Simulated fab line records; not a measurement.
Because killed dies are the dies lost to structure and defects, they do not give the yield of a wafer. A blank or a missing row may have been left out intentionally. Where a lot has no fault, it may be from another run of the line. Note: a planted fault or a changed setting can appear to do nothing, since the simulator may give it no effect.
Chamber matching -- flow n5-finfet -- cmp-02 running N5_BEOL_M10_CMP_52: 4 sister chambers
The step polishes, stops on SiCOH lowk, t overpolish 7 s, target thk 140 nm. 8 wafers are shown with their chamber, then 10 later ones without.

== WAFERS PAIRED WITH THEIR CHAMBERS ==
wafer,chamber,motor-current-A (A),time-to-endpoint-s (s)
L074.4,2,7.6,74
L078.3,3,5.5,71
L079.1,3,5.8,71
L079.4,2,7.6,77
L088.3,1,6.4,72
L088.6,0,6.7,65
L090.2,1,7.0,70
L090.5,0,6.6,65

== WAFERS WITH NO CHAMBER GIVEN ==
wafer,motor-current-A (A),time-to-endpoint-s (s)
L090.6,5.4,66
L093.1,6.6,70
L093.3,6.5,66
L093.4,7.6,76
L092.1,6.7,69
L092.2,6.7,66
L092.5,6.8,68
L095.1,6.2,66
L095.2,6.3,69
L095.3,5.6,69

== WHICH CHAMBER EACH ONE RAN IN ==
wafer,from the rows above,in truth
L090.6,can't be placed: 3 or 0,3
L093.1,1,1
L093.3,0,0
L093.4,2,2
L092.1,can't be placed: 1 or 0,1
L092.2,0,0
L092.5,can't be placed: 1 or 0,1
L095.1,0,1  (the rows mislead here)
L095.2,can't be placed: 1 or 3 or 0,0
L095.3,3,3
Correct placement for 5 of the 10. Not placeable from these rows: 4 (in 4, the candidates include the true chamber). Placed wrongly: 1.
How it was worked out, from the rows above alone: a wafer's distance from a chamber is the root of the sum, over the readings, of the square of ((its reading less the chamber's mean) divided by the reading's scatter). The wafer belongs to the nearest chamber; if the next one is less than 2 further off, it can't be placed. The mean given for a chamber averages the wafers shown for that chamber. The scatter: the root of (the sum of the squares of (reading less its chamber's mean) over the shown wafers, divided by (wafers less chambers)).
